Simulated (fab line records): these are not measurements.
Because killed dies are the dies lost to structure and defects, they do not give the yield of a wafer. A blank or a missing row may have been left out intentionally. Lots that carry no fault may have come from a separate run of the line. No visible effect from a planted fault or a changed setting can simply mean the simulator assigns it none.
fab line records	flow nandHarc
record: lots: 14	wafers: 42	lastDay: 34
route steps=1302 shown P_CONTACT@240 P_M0@262
lots with no fault: from the same line, run without faults
startH: hours from the record's first day to the start of the lot's first wafer shown	waitH: how many hours have passed since the lot's step before this one	" same as the row above	L1.1+2: one row covering several wafers at once	- no value, or no start was given	* or withheld: withheld	< > ~ a bound
route shown NAME@n: a module of which the file shows steps, and the number in the route of the first	usual: average and standard deviation across the fault-free wafers	same: alike in all rows	chamber/n: place in a boat	sites: the reading at each site	_std_site: standard deviation across them	_edge_site: inner sites' mean taken away from outer sites' mean	radiusMm: for every site, how far away it sits from the centre of the wafer	mask NAME#n: copy n	behind: the most recent tool/chamber to have shaped the wafer	hold: why the lot went on hold/how many hours it stayed there/how the hold came to an end	device: names the non-switching transistor (n, p or np)	end of line: tests of these same wafers at the route's end	a step with no rows: only its recipe	killed: count of dies lost to structure and defects at first sort (not the wafer's yield)	map: per-die view of a wafer (x killed, . not killed, _ where there is no die)
set.NAME: the run value of the setting; set.NAME@STEP: its run value at that earlier step	model.NAME: the simulator's own value behind a step, which no gauge read
route steps across a sampled set of lots; one table per step, one row per wafer
services: when a tool's chamber went out of use (startH, in hours from the record's first day, below 0 if earlier), for how many hours, and the reason
== steps ==
step: NHARC_P_CONTACT_ETCH_31
recipe: targetDepthA: 300	timeS: 85.7	ionEnergyEv: 120	overEtchFrac: 1	ch3fFlowSccm: 50	o2FlowSccm: 30	arFlowSccm: 200	rfW: 500	biasW: 100	chemistry: CH3F/O2
usual: ch3fFlowSccm: 49.99/0.16	drypumpMotorCurrentA: 5.6/0.39	o2FlowSccm: 30.00/0.098	oesProductAu: 0.985/0.016	rfVppV: 243.9/1.8	showerheadPlenumPTorr: 2.43/0.11	throttleValvePct: 20.663/0.0093
lot.wafer	tool	chamber	startH	waitH	ch3fFlowSccm	drypumpMotorCurrentA	o2FlowSccm	oesProductAu	rfHoursCounterH	rfVppV	showerheadPlenumPTorr	throttleValvePct
L120.1	rieDiel-11	3	-	-	50.04	6.2	29.84	0.992	1.2	244.1	2.39	20.671
L120.6	"	1	"	"	50.27	6.5	30.01	0.974	-	246.3	2.62	20.663
L120.5	"	2	"	"	50.00	5.2	30.03	1.002	-	243.0	2.33	20.652
L121.1	rieDiel-11	3	-	-	49.97	6.2	30.07	0.996	1.6	242.3	2.39	20.658
L121.2	"	0	"	"	50.02	5.7	29.89	0.980	1.6	244.7	2.40	20.668
L121.6	"	1	"	"	49.98	6.5	29.99	0.983	-	246.8	2.62	20.655
L123.3	rieDiel-06	1	-	-	50.02	5.1	30.02	0.982	0.6	243.0	2.45	20.680
L123.1	"	2	"	"	49.97	5.6	29.72	0.980	0.7	242.2	2.30	20.664
L123.6	"	0	"	"	50.07	5.6	30.03	1.011	-	243.8	2.30	20.653
L124.3	rieDiel-06	1	-	-	49.89	5.1	29.96	0.980	1.0	243.8	2.45	20.678
L124.4	"	2	"	"	50.00	5.6	29.81	0.980	1.1	242.3	2.30	20.664
L124.6	"	0	"	"	50.00	5.6	30.01	1.014	-	241.0	2.30	20.649
L125.2	rieDiel-11	2	-	-	50.06	5.2	29.94	0.992	2.9	243.5	2.32	20.679
L125.4	"	3	"	"	49.77	6.2	29.94	1.014	2.8	243.1	2.39	20.650
L125.6	"	2	"	"	50.09	5.2	29.89	0.985	-	242.0	2.32	20.651
L126.3	rieDiel-08	3	-	-	49.45	5.7	29.96	0.973	8.6	246.4	2.57	20.652
L126.4	"	0	"	"	50.11	5.6	29.93	0.974	9.9	243.9	2.39	20.666
L126.5	"	3	"	"	49.76	5.7	30.05	0.969	-	245.6	2.57	20.666
L127.2	rieDiel-06	2	-	-	49.94	5.6	29.98	0.942	1.8	241.8	2.30	20.661
L127.1	"	3	"	"	49.95	5.6	29.93	0.976	2.1	245.4	2.61	20.658
L127.6	"	0	"	"	49.99	5.6	29.90	0.994	-	241.1	2.30	20.660
L128.2	rieDiel-08	1	-	-	49.96	5.0	29.93	0.985	0.6	244.3	2.43	20.667
L128.1	"	2	"	"	50.26	5.5	30.06	0.991	0.3	242.5	2.33	20.648
L128.6	"	1	"	"	49.74	5.0	29.80	0.993	-	244.0	2.43	20.644
L129.3	rieDiel-08	2	-	-	50.00	5.5	30.11	1.009	1.3	244.0	2.33	20.684
L129.4	"	1	"	"	49.93	5.0	30.27	1.000	1.2	243.4	2.43	20.654
L129.5	"	3	"	"	49.86	5.6	29.92	0.993	-	246.5	2.57	20.673
L131.2	rieDiel-08	1	-	-	49.83	5.0	30.05	0.985	2.5	245.2	2.43	20.668
L131.6	"	2	"	"	49.91	5.5	30.00	0.986	-	242.4	2.33	20.656
L131.5	"	3	"	"	49.67	5.7	29.97	0.985	-	245.6	2.57	20.662
L138.3	rieDiel-06	2	-	-	50.36	5.6	29.98	0.991	4.9	242.0	2.30	20.667
L138.1	"	3	"	"	50.12	5.5	30.19	1.023	5.1	248.5	2.61	20.663
L138.6	"	3	"	"	50.11	5.5	30.12	1.009	-	246.1	2.61	20.658
L139.1	rieDiel-11	2	-	-	49.78	5.2	29.88	0.975	1.8	242.3	2.32	20.667
L139.3	"	1	"	"	50.16	6.5	29.93	0.970	1.7	246.9	2.62	20.659
L139.6	"	3	"	"	49.91	6.2	30.02	0.982	-	243.1	2.39	20.658
L142.4	rieDiel-11	0	-	-	49.78	5.7	29.90	0.959	2.4	242.4	2.40	20.673
L142.2	"	1	"	"	49.94	6.5	30.10	0.964	2.3	246.4	2.62	20.672
L142.6	"	3	"	"	49.79	6.2	30.13	0.972	-	243.9	2.39	20.674
L143.1	rieDiel-06	0	-	-	49.94	5.6	29.96	0.981	1.2	241.8	2.30	20.662
L143.3	"	2	"	"	49.79	5.6	30.00	0.962	1.4	242.6	2.30	20.674
L143.5	"	0	"	"	49.91	5.6	29.94	0.982	-	242.8	2.30	20.674
step: NHARC_P_CONTACT_INSPECT_27
usual: rawDefectCount: 311/110
lot.wafer	tool	chamber	startH	waitH	rawDefectCount
L120.1	defectInspect-02	-	123.43	0.1	322
L120.5	"	-	"	"	293
L120.6	"	-	"	"	299
L121.1	defectInspect-01	-	129.53	0.1	409
L121.2	"	-	"	"	146
L121.6	"	-	"	"	468
L123.1	defectInspect-02	-	156.27	0.1	431
L123.3	"	-	"	"	236
L123.6	"	-	"	"	434
L124.3	defectInspect-01	-	162.60	0.1	269
L124.4	"	-	"	"	199
L124.6	"	-	"	"	248
L125.2	defectInspect-01	-	176.94	0.1	657
L125.4	"	-	"	"	419
L125.6	"	-	"	"	569
L126.3	defectInspect-01	-	178.96	0.1	209
L126.4	"	-	"	"	771
L126.5	"	-	"	"	226
L127.1	defectInspect-01	-	194.15	0.1	138
L127.2	"	-	"	"	225
L127.6	"	-	"	"	129
L128.1	defectInspect-01	-	210.14	0.1	318
L128.2	"	-	"	"	123
L128.6	"	-	"	"	221
L129.3	defectInspect-02	-	215.35	0.1	308
L129.4	"	-	"	"	322
L129.5	"	-	"	"	322
L131.2	defectInspect-01	-	241.11	0.1	249
L131.5	"	-	"	"	277
L131.6	"	-	"	"	233
L138.1	defectInspect-01	-	303.96	0.1	248
L138.3	"	-	"	"	389
L138.6	"	-	"	"	247
L139.1	defectInspect-01	-	312.67	0.1	366
L139.3	"	-	"	"	231
L139.6	"	-	"	"	318
L142.2	defectInspect-02	-	345.72	0.1	183
L142.4	"	-	"	"	177
L142.6	"	-	"	"	231
L143.1	defectInspect-02	-	353.73	0.1	286
L143.3	"	-	"	"	177
L143.5	"	-	"	"	356
step: NHARC_P_M0_DEVELOP_08
recipe: developTimeS: 35	devTempC: 23
usual: chillPlateTempC: 22.99/0.095	developTimeS: 35/0
lot.wafer	tool	chamber	startH	waitH	chillPlateTempC	developTimeS
L120.1	lithoTrack-06	0	124	-	23.12	35
L120.5	"	0	"	"	22.99	35
L120.6	"	0	"	"	22.98	35
L121.1	lithoTrack-04	0	130	-	23.00	35
L121.2	"	0	"	"	22.93	35
L121.6	"	0	"	"	22.97	35
L123.1	lithoTrack-04	0	157	-	22.95	35
L123.3	"	0	"	"	22.98	35
L123.6	"	0	"	"	22.94	35
L124.3	lithoTrack-04	0	163	-	23.12	35
L124.4	"	0	"	"	22.99	35
L124.6	"	0	"	"	22.99	35
L125.2	lithoTrack-06	0	177	-	22.85	35
L125.4	"	0	"	"	23.03	35
L125.6	"	0	"	"	22.98	35
L126.3	lithoTrack-04	0	179	-	23.00	35
L126.4	"	0	"	"	23.03	35
L126.5	"	0	"	"	23.01	35
L127.1	lithoTrack-06	0	194	-	22.91	35
L127.2	"	0	"	"	22.92	35
L127.6	"	0	"	"	22.92	35
L128.1	lithoTrack-01	0	211	-	23.12	35
L128.2	"	0	"	"	23.03	35
L128.6	"	0	"	"	22.95	35
L129.3	lithoTrack-01	0	216	-	23.12	35
L129.4	"	0	"	"	23.13	35
L129.5	"	0	"	"	23.02	35
L131.2	lithoTrack-01	0	241	-	22.99	35
L131.5	"	0	"	"	22.97	35
L131.6	"	0	"	"	22.84	35
L138.1	lithoTrack-04	-	304	-	-	-
L138.3	"	-	"	"	-	-
L138.6	"	-	"	"	-	-
L139.1	lithoTrack-04	-	313	-	-	-
L139.3	"	-	"	"	-	-
L139.6	"	-	"	"	-	-
L142.2	lithoTrack-06	0	346	-	22.95	35
L142.4	"	0	"	"	22.99	35
L142.6	"	0	"	"	22.90	35
L143.1	lithoTrack-04	0	354	-	23.01	35
L143.3	"	0	"	"	22.94	35
L143.5	"	0	"	"	22.79	35
step: NHARC_P_M0_DESCUM_14
recipe: timeS: 3	o2FlowSccm: 200	arFlowSccm: 0	biasPowerW: 0	chemistry: O2
usual: drypumpMotorCurrentA: 5.6/0.42	o2FlowSccm: 200.1/0.64	oesProductAu: 0.998/0.013	rfVppV: 58.0/0.96	showerheadPlenumPTorr: 1.95/0.11	throttleValvePct: 11.311/0.01
lot.wafer	tool	chamber	startH	waitH	drypumpMotorCurrentA	o2FlowSccm	oesProductAu	rfHoursCounterH	rfVppV	showerheadPlenumPTorr	throttleValvePct
L120.1	rieDiel-01	1	124.52	0.1	6.0	199.8	0.996	31	59.8	1.92	11.318
L120.5	"	1	"	"	6.0	199.3	0.994	-	58.8	1.92	11.336
L120.6	"	2	"	"	5.4	199.8	0.990	-	58.9	1.82	11.327
L121.1	rieDiel-07	3	130.49	0.1	5.8	200.1	0.992	2	57.8	2.05	11.305
L121.2	"	0	"	"	5.9	200.3	0.995	2	58.6	2.08	11.303
L121.6	"	0	"	"	5.9	200.9	0.990	-	58.6	2.08	11.301
L123.3	rieDiel-07	1	157.36	0.1	5.4	200.1	0.987	9	58.2	1.81	11.330
L123.1	"	3	"	"	5.8	200.3	0.992	10	58.4	2.05	11.328
L123.6	"	1	"	"	5.5	200.9	0.990	-	55.7	1.81	11.315
L124.4	rieDiel-12	2	163.70	0.1	5.1	200.2	1.010	13	57.0	1.81	11.309
L124.3	"	0	"	"	5.3	201.4	0.991	14	58.3	2.01	11.328
L124.6	"	1	"	"	5.9	200.5	0.974	-	58.7	2.04	11.317
L125.4	rieDiel-01	1	177.90	0.1	6.0	200.1	1.007	46	58.9	1.91	11.307
L125.2	"	2	"	"	5.4	200.6	0.990	38	56.0	1.81	11.329
L125.6	"	1	"	"	6.0	200.5	1.015	-	57.6	1.91	11.322
L126.4	rieDiel-12	0	180.05	0.1	5.3	199.9	0.986	16	58.4	2.01	11.318
L126.3	"	2	"	"	5.1	200.2	1.003	15	58.3	1.81	11.326
L126.5	"	1	"	"	5.9	200.1	0.966	-	57.6	2.03	11.310
L127.2	rieDiel-07	3	195.24	0.1	5.8	199.5	0.991	22	59.4	2.05	11.315
L127.1	"	0	"	"	5.9	199.8	1.004	21	58.5	2.07	11.297
L127.6	"	3	"	"	5.8	200.9	0.998	-	58.4	2.05	11.321
L128.2	rieDiel-12	1	211.37	0.2	5.9	199.9	0.968	22	58.3	2.03	11.321
L128.1	"	0	"	"	5.3	199.9	0.985	21	58.6	2.01	11.306
L128.6	"	2	"	"	5.1	199.9	1.009	-	56.8	1.80	11.304
L129.4	rieDiel-07	1	216.43	0.1	5.4	200.2	0.983	28	57.3	1.80	11.319
L129.3	"	0	"	"	5.9	198.9	0.985	32	59.1	2.07	11.290
L129.5	"	2	"	"	5.9	199.8	1.002	-	57.8	1.99	11.298
L131.2	rieDiel-07	0	242.20	0.1	5.9	199.7	0.988	41	59.5	2.06	11.318
L131.6	"	0	"	"	5.9	200.4	0.986	-	58.7	2.06	11.302
L131.5	"	1	"	"	5.4	200.6	0.990	-	55.9	1.80	11.313
L138.3	rieDiel-07	1	305.05	0.1	5.4	199.4	0.998	0	56.9	1.79	11.288
L138.1	"	3	"	"	5.8	199.7	1.038	0	57.7	2.03	11.303
L138.6	"	2	"	"	5.9	200.7	1.025	-	58.5	1.99	11.327
L139.1	rieDiel-12	2	313.76	0.1	5.0	198.0	0.992	6	56.9	1.80	11.300
L139.3	"	0	"	"	5.3	200.1	0.995	6	59.1	2.00	11.297
L139.6	"	1	"	"	5.9	200.0	0.995	-	58.0	2.03	11.305
L142.4	rieDiel-12	2	346.80	0.1	5.1	199.6	0.988	13	57.2	1.80	11.287
L142.2	"	3	"	"	6.3	199.6	1.008	14	58.7	2.01	11.287
L142.6	"	2	"	"	5.1	199.3	0.994	-	58.1	1.80	11.307
L143.1	rieDiel-12	2	354.81	0.1	5.1	200.5	1.001	14	56.8	1.80	11.322
L143.3	"	1	"	"	5.9	198.7	0.999	13	57.5	2.02	11.305
L143.5	"	2	"	"	5.1	199.2	1.002	-	57.8	1.80	11.310
== services ==
tool	chamber	startH	hours	kind
rieDiel-08	3	109.59	7.8	repair
rieDiel-06	2	113.68	7.4	repair
rieDiel-07	2	115.58	2.5	repair
rieDiel-07	-	117.47	9.0	pm
rieDiel-06	2	122.09	4.4	repair
rieDiel-08	0	125.06	8.9	repair
rieDiel-06	-	130.20	9.0	pm
rieDiel-06	1	144.44	2.4	repair
rieDiel-08	2	155.93	4.1	repair
lithoTrack-04	-	203.00	7.0	pm
rieDiel-07	2	219.70	5.1	repair
rieDiel-11	-	233.41	13.8	repair
rieDiel-07	2	238.96	15.5	repair
rieDiel-11	-	255.50	9.0	pm
rieDiel-11	2	265.89	8.0	repair
rieDiel-07	2	265.94	33.9	repair
rieDiel-12	-	268.41	9.0	pm
rieDiel-06	-	277.15	0.7	repair
rieDiel-06	3	282.90	1.3	repair
rieDiel-07	-	295.80	9.0	pm
rieDiel-06	-	307.21	9.0	pm
rieDiel-11	1	317.03	6.1	repair
rieDiel-11	0	334.54	5.6	repair
rieDiel-06	3	343.97	6.9	repair
== key ==
firstSign: step: NHARC_P_M0_DEVELOP_08	reading: toolRecord	direction: missing
effect none on later readings
metAt NHARC_P_M0_DEVELOP_08
struckLots L138,L139
laterRowsLeftOut L138.1,L138.3,L138.6,L139.1,L139.3,L139.6
sortLeftOut L138.1,L138.3,L138.6,L139.1,L139.3,L139.6
notActingAt NHARC_P_CONTACT_ETCH_31,NHARC_P_CONTACT_INSPECT_27,NHARC_P_M0_DESCUM_14
onsetBetween 179 304
fault: kind: skippedStepWhole	tool: lithoTrack-04	chamber: -	onsetH: 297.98	steps: NHARC_P_M0_DEVELOP_08	scope: struckLotsOnly
sortLeftOut: the simulated sort isn't trusted on such a fault, so these wafers' sort isn't shown, and their yield isn't known
laterRowsLeftOut: the simulator's readings of these wafers behind a module that went badly wrong aren't trusted and aren't shown, but for the sort
